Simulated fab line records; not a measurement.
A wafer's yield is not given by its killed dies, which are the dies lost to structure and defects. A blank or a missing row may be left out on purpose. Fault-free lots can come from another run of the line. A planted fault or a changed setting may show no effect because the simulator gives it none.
Which of the tools did it? + flow n5 finfet + 24 lots with 72 wafers sampled at 6 steps, on a route of 1938 steps

== WHAT EACH GAUGE READ, for each wafer ==
The record holds no reading of a measuring or inspecting step that can be judged against a usual standard deviation.

== EACH LOT AND THE TOOL THAT RAN IT (in order: tool; ch and the chambers of the sampled wafers; start) ==
| lot  | N5_BEOL_M2_PRE_CLEAN_45      | N5_BEOL_M2_SURFACE_TREAT_85  | N5_BEOL_M2_ANNEAL_82         | N5_BEOL_M2_SPUTTER_96        | N5_BEOL_M2_ANNEAL_51             | N5_BEOL_M3_ILD_DEP_00           |
|------|------------------------------|------------------------------|------------------------------|------------------------------|----------------------------------|---------------------------------|
| L074 | pvd sputter-01, day 6 18:56  | pvd sputter-03, day 6 19:14  | pvd sputter-02, day 6 21:35  | pvd sputter-02, day 6 22:49  | rtp anneal-01 ch 0, day 6 23:06  | pecvd-03 ch 1,2, day 6 23:56    |
| L075 | pvd sputter-01, day 6 23:35  | pvd sputter-03, day 6 23:56  | pvd sputter-03, day 7 02:20  | pvd sputter-03, day 7 03:34  | rtp anneal-01 ch 0, day 7 03:51  | pecvd-02 ch 0,1, day 7 04:44    |
| L076 | pvd sputter-01, day 7 07:21  | pvd sputter-03, day 7 07:50  | pvd sputter-03, day 7 08:53  | pvd sputter-03, day 7 10:07  | rtp anneal-02 ch 0, day 7 10:22  | pecvd-02 ch 0,2, day 7 11:14    |
| L077 | pvd sputter-03, day 7 07:24  | pvd sputter-03, day 7 07:53  | pvd sputter-01, day 7 09:45  | pvd sputter-01, day 7 10:59  | rtp anneal-01 ch 0, day 7 11:11  | pecvd-03 ch 0,2, day 7 12:08    |
| L078 | pvd sputter-03, day 7 14:23  | pvd sputter-02, day 7 14:45  | pvd sputter-02, day 7 15:40  | pvd sputter-02, day 7 16:55  | rtp anneal-02 ch 0, day 7 17:11  | pecvd-03 ch 0,1,2, day 7 18:19  |
| L079 | pvd sputter-01, day 7 21:47  | pvd sputter-01, day 7 22:10  | pvd sputter-02, day 7 22:59  | pvd sputter-02, day 8 00:13  | rtp anneal-01 ch 0, day 8 00:28  | pecvd-01 ch 0,1, day 8 01:20    |
| L080 | pvd sputter-01, day 8 10:26  | pvd sputter-02, day 8 10:53  | pvd sputter-01, day 8 11:43  | pvd sputter-01, day 8 13:01  | rtp anneal-02 ch 0, day 8 13:16  | pecvd-01 ch 0,2, day 8 14:08    |
| L081 | pvd sputter-01, day 8 10:44  | pvd sputter-01, day 8 11:05  | pvd sputter-03, day 8 13:02  | pvd sputter-03, day 8 14:17  | rtp anneal-01 ch 0, day 8 14:36  | pecvd-01 ch 0,2, day 8 15:33    |
| L083 | pvd sputter-02, day 8 22:40  | pvd sputter-02, day 8 23:02  | pvd sputter-03, day 8 23:46  | pvd sputter-03, day 9 01:01  | rtp anneal-02 ch 0, day 9 01:13  | pecvd-02 ch 0,1,2, day 9 02:07  |
| L082 | pvd sputter-02, day 8 22:45  | pvd sputter-03, day 8 23:03  | pvd sputter-02, day 9 00:01  | pvd sputter-02, day 9 01:15  | rtp anneal-01 ch 0, day 9 01:29  | pecvd-01 ch 0,2, day 9 02:22    |
| L084 | pvd sputter-03, day 9 03:23  | pvd sputter-02, day 9 04:02  | pvd sputter-02, day 9 04:50  | pvd sputter-02, day 9 06:04  | rtp anneal-01 ch 0, day 9 06:16  | pecvd-01 ch 0,1, day 9 07:11    |
| L085 | pvd sputter-03, day 9 10:12  | pvd sputter-03, day 9 10:38  | pvd sputter-02, day 9 11:23  | pvd sputter-02, day 9 12:37  | rtp anneal-02 ch 0, day 9 12:52  | pecvd-03 ch 0,2, day 9 13:44    |
| L086 | pvd sputter-03, day 9 21:33  | pvd sputter-02, day 9 21:50  | pvd sputter-03, day 9 22:40  | pvd sputter-03, day 9 23:55  | rtp anneal-02 ch 0, day 10 00:28 | pecvd-01 ch 0,1,2, day 10 01:33 |
| L087 | pvd sputter-01, day 10 05:16 | pvd sputter-02, day 10 05:34 | pvd sputter-02, day 10 06:20 | pvd sputter-02, day 10 07:34 | rtp anneal-01 ch 0, day 10 07:54 | pecvd-02 ch 0,1,2, day 10 08:54 |
| L088 | pvd sputter-01, day 10 08:21 | pvd sputter-02, day 10 08:50 | pvd sputter-02, day 10 09:42 | pvd sputter-02, day 10 10:56 | rtp anneal-01 ch 0, day 10 11:14 | pecvd-02 ch 0,2, day 10 12:06   |
| L089 | pvd sputter-03, day 10 15:58 | pvd sputter-03, day 10 18:01 | pvd sputter-03, day 10 19:16 | pvd sputter-03, day 10 20:30 | rtp anneal-01 ch 0, day 10 20:44 | pecvd-01 ch 0,2, day 10 21:39   |
| L091 | pvd sputter-01, day 10 22:20 | pvd sputter-01, day 10 22:45 | pvd sputter-01, day 10 23:29 | pvd sputter-01, day 11 00:44 | rtp anneal-01 ch 0, day 11 00:58 | pecvd-01 ch 0,1,2, day 11 01:51 |
| L090 | pvd sputter-03, day 10 23:03 | pvd sputter-02, day 10 23:21 | pvd sputter-02, day 11 00:05 | pvd sputter-02, day 11 01:20 | rtp anneal-02 ch 0, day 11 01:41 | pecvd-01 ch 1,2, day 11 02:38   |
| L093 | pvd sputter-01, day 11 14:49 | pvd sputter-03, day 11 15:11 | pvd sputter-03, day 11 15:58 | pvd sputter-03, day 11 17:12 | rtp anneal-01 ch 0, day 11 17:24 | pecvd-03 ch 0,2, day 11 18:21   |
| L092 | pvd sputter-01, day 11 15:58 | pvd sputter-01, day 11 16:26 | pvd sputter-01, day 11 17:19 | pvd sputter-01, day 11 18:34 | rtp anneal-02 ch 0, day 11 18:45 | pecvd-01 ch 0,1, day 11 19:41   |
| L094 | pvd sputter-03, day 11 18:23 | pvd sputter-01, day 11 18:43 | pvd sputter-03, day 11 19:31 | pvd sputter-03, day 11 20:46 | rtp anneal-01 ch 0, day 11 21:00 | pecvd-01 ch 0,1,2, day 11 21:52 |
| L096 | pvd sputter-03, day 12 04:04 | pvd sputter-03, day 12 04:26 | pvd sputter-02, day 12 05:18 | pvd sputter-02, day 12 06:32 | rtp anneal-02 ch 0, day 12 06:47 | pecvd-02 ch 0,1,2, day 12 07:39 |
| L095 | pvd sputter-01, day 12 04:11 | pvd sputter-02, day 12 04:29 | pvd sputter-03, day 12 05:14 | pvd sputter-03, day 12 06:28 | rtp anneal-01 ch 0, day 12 06:48 | pecvd-01 ch 0,1,2, day 12 07:39 |
| L097 | pvd sputter-02, day 12 13:20 | pvd sputter-02, day 12 13:41 | pvd sputter-02, day 12 14:29 | pvd sputter-02, day 12 15:44 | rtp anneal-02 ch 0, day 12 16:04 | pecvd-03 ch 0,1,2, day 12 16:51 |
- N5_BEOL_M2_PRE_CLEAN_45: time 30 s.
- N5_BEOL_M2_SURFACE_TREAT_85
- N5_BEOL_M2_ANNEAL_82: time 240 s.
- N5_BEOL_M2_SPUTTER_96: material Cu, target thk 4.5 nm, time 8.29 s.
- N5_BEOL_M2_ANNEAL_51: time 90 s.
- N5_BEOL_M3_ILD_DEP_00: deposits SiOC from DEMS/O2, target thk 79 nm, time 15.3 s.

== WHAT THE TOOLS THEMSELVES READ (means of the sampled wafers that have a number; where no wafer has one, the mark that the record gives instead) ==
N5_BEOL_M2_PRE_CLEAN_45. Usual: heater power w at 360 W, with a standard deviation of 45.
| lot  | tool           | heater power w (W) | flag |
|------|----------------|--------------------|------|
| L074 | pvd sputter-01 | 353                |      |
| L075 | pvd sputter-01 | 359                |      |
| L076 | pvd sputter-01 | 345                |      |
| L077 | pvd sputter-03 | 382                |      |
| L078 | pvd sputter-03 | 409                |      |
| L079 | pvd sputter-01 | 345                |      |
| L080 | pvd sputter-01 | 351                |      |
| L081 | pvd sputter-01 | 361                |      |
| L083 | pvd sputter-02 | 323                |      |
| L082 | pvd sputter-02 | 343                |      |
| L084 | pvd sputter-03 | 397                |      |
| L085 | pvd sputter-03 | 395                |      |
| L086 | pvd sputter-03 | 348                |      |
| L087 | pvd sputter-01 | 357                |      |
| L088 | pvd sputter-01 | 344                |      |
| L089 | pvd sputter-03 | 425                |      |
| L091 | pvd sputter-01 | 329                |      |
| L090 | pvd sputter-03 | 425                |      |
| L093 | pvd sputter-01 | 355                |      |
| L092 | pvd sputter-01 | 356                |      |
| L094 | pvd sputter-03 | 395                |      |
| L096 | pvd sputter-03 | 400                |      |
| L095 | pvd sputter-01 | 356                |      |
| L097 | pvd sputter-02 | 319                |      |

N5_BEOL_M2_ANNEAL_82. Usual: heater power w at 872 W, with a standard deviation of 120.
| lot  | tool           | heater power w (W) | flag |
|------|----------------|--------------------|------|
| L074 | pvd sputter-02 | 817                |      |
| L075 | pvd sputter-03 | 866                |      |
| L076 | pvd sputter-03 | 1047               |      |
| L077 | pvd sputter-01 | 882                |      |
| L078 | pvd sputter-02 | 860                |      |
| L079 | pvd sputter-02 | 825                |      |
| L080 | pvd sputter-01 | 861                |      |
| L081 | pvd sputter-03 | 1010               |      |
| L083 | pvd sputter-03 | 1021               |      |
| L082 | pvd sputter-02 | 809                |      |
| L084 | pvd sputter-02 | 770                |      |
| L085 | pvd sputter-02 | 786                |      |
| L086 | pvd sputter-03 | 947                |      |
| L087 | pvd sputter-02 | 846                |      |
| L088 | pvd sputter-02 | 795                |      |
| L089 | pvd sputter-03 | 869                |      |
| L091 | pvd sputter-01 | 918                |      |
| L090 | pvd sputter-02 | 809                |      |
| L093 | pvd sputter-03 | 1015               |      |
| L092 | pvd sputter-01 | 858                |      |
| L094 | pvd sputter-03 | 949                |      |
| L096 | pvd sputter-02 | 790                |      |
| L095 | pvd sputter-03 | 943                |      |
| L097 | pvd sputter-02 | 834                |      |

N5_BEOL_M2_SPUTTER_96. Usual: throttle valve pct at 29.8 %, with a standard deviation of 0.63.
| lot  | tool           | throttle valve pct (%) | flag |
|------|----------------|------------------------|------|
| L074 | pvd sputter-02 | 30.1                   |      |
| L075 | pvd sputter-03 | 29.3                   |      |
| L076 | pvd sputter-03 | 29.8                   |      |
| L077 | pvd sputter-01 | 30.4                   |      |
| L078 | pvd sputter-02 | 30.2                   |      |
| L079 | pvd sputter-02 | 29.6                   |      |
| L080 | pvd sputter-01 | 30.5                   |      |
| L081 | pvd sputter-03 | 29.8                   |      |
| L083 | pvd sputter-03 | 29.8                   |      |
| L082 | pvd sputter-02 | 30.0                   |      |
| L084 | pvd sputter-02 | 30.4                   |      |
| L085 | pvd sputter-02 | 30.1                   |      |
| L086 | pvd sputter-03 | 29.7                   |      |
| L087 | pvd sputter-02 | 29.6                   |      |
| L088 | pvd sputter-02 | 29.9                   |      |
| L089 | pvd sputter-03 | 29.4                   |      |
| L091 | pvd sputter-01 | 30.3                   |      |
| L090 | pvd sputter-02 | 30.4                   |      |
| L093 | pvd sputter-03 | 29.6                   |      |
| L092 | pvd sputter-01 | 30.5                   |      |
| L094 | pvd sputter-03 | 29.5                   |      |
| L096 | pvd sputter-02 | 29.7                   |      |
| L095 | pvd sputter-03 | 29.6                   |      |
| L097 | pvd sputter-02 | 29.2                   |      |

N5_BEOL_M2_ANNEAL_51. Usual: wafer_temp_C_max at 226.13, with a standard deviation of 0.29.
| lot  | tool          | wafer_temp_C_max | flag |
|------|---------------|------------------|------|
| L074 | rtp anneal-01 | 225.98           |      |
| L075 | rtp anneal-01 | 225.94           |      |
| L076 | rtp anneal-02 | 226.31           |      |
| L077 | rtp anneal-01 | 226.29           |      |
| L078 | rtp anneal-02 | 226.63           |      |
| L079 | rtp anneal-01 | 226.38           |      |
| L080 | rtp anneal-02 | 226.31           |      |
| L081 | rtp anneal-01 | 225.95           |      |
| L083 | rtp anneal-02 | 226.37           |      |
| L082 | rtp anneal-01 | 225.84           |      |
| L084 | rtp anneal-01 | 225.83           |      |
| L085 | rtp anneal-02 | 226.23           |      |
| L086 | rtp anneal-02 | 226.17           |      |
| L087 | rtp anneal-01 | 225.89           |      |
| L088 | rtp anneal-01 | 225.96           |      |
| L089 | rtp anneal-01 | 225.86           |      |
| L091 | rtp anneal-01 | 226.29           |      |
| L090 | rtp anneal-02 | 226.46           |      |
| L093 | rtp anneal-01 | 225.87           |      |
| L092 | rtp anneal-02 | 226.37           |      |
| L094 | rtp anneal-01 | 225.99           |      |
| L096 | rtp anneal-02 | 226.34           |      |
| L095 | rtp anneal-01 | 225.70           |      |
| L097 | rtp anneal-02 | 226.45           |      |

N5_BEOL_M3_ILD_DEP_00. Usual: heater power w 497 W, standard deviation 77; showerhead plenum p Torr 5.697 Torr, standard deviation 0.014; throttle valve pct 11.7 %, standard deviation 0.54.
| lot  | tool     | heater power w (W) | showerhead plenum p Torr (Torr) | throttle valve pct (%) | flag |
|------|----------|--------------------|---------------------------------|------------------------|------|
| L074 | pecvd-03 | 421                | 5.702                           | 11.6                   |      |
| L075 | pecvd-02 | 439                | 5.705                           | 11.9                   |      |
| L076 | pecvd-02 | 478                | 5.695                           | 11.5                   |      |
| L077 | pecvd-03 | 424                | 5.703                           | 12.0                   |      |
| L078 | pecvd-03 | 434                | 5.702                           | 11.6                   |      |
| L079 | pecvd-01 | 589                | 5.706                           | 12.2                   |      |
| L080 | pecvd-01 | 559                | 5.692                           | 11.6                   |      |
| L081 | pecvd-01 | 518                | 5.694                           | 11.4                   |      |
| L083 | pecvd-02 | 457                | 5.694                           | 11.5                   |      |
| L082 | pecvd-01 | 528                | 5.679                           | 11.5                   |      |
| L084 | pecvd-01 | 577                | 5.707                           | 12.2                   |      |
| L085 | pecvd-03 | 427                | 5.703                           | 11.8                   |      |
| L086 | pecvd-01 | 541                | 5.691                           | 11.7                   |      |
| L087 | pecvd-02 | 494                | 5.696                           | 11.5                   |      |
| L088 | pecvd-02 | 477                | 5.687                           | 11.0                   |      |
| L089 | pecvd-01 | 579                | 5.698                           | 11.7                   |      |
| L091 | pecvd-01 | 553                | 5.693                           | 11.9                   |      |
| L090 | pecvd-01 | 469                | 5.698                           | 11.9                   |      |
| L093 | pecvd-03 | 481                | 5.705                           | 11.9                   |      |
| L092 | pecvd-01 | 521                | 5.701                           | 12.1                   |      |
| L094 | pecvd-01 | 508                | 5.695                           | 11.7                   |      |
| L096 | pecvd-02 | 511                | 5.684                           | 11.7                   |      |
| L095 | pecvd-01 | 548                | 5.696                           | 11.8                   |      |
| L097 | pecvd-03 | 439                | 5.707                           | 11.8                   |      |

== THE ANSWER, worked out from the rows above alone ==
Rule: a lot counts as off when the mean over its wafers that have a number is more than 3 standard deviations away from the usual mean. Also off: a lot with no number at a reading for which 4 or more lots have one. Any other lot the step has rows for is counted as sound. After the gauges, taken in route order, come the tools' own readings; for these a lot's mean is taken, as printed above. The first step at which some lot is off is used, and at that step the reading that is off furthest; a lot without a number counts as furthest.
No lot is off at any reading shown: from this, nothing can be told.

== WHAT THE SIMULATOR HAD INSERTED ==
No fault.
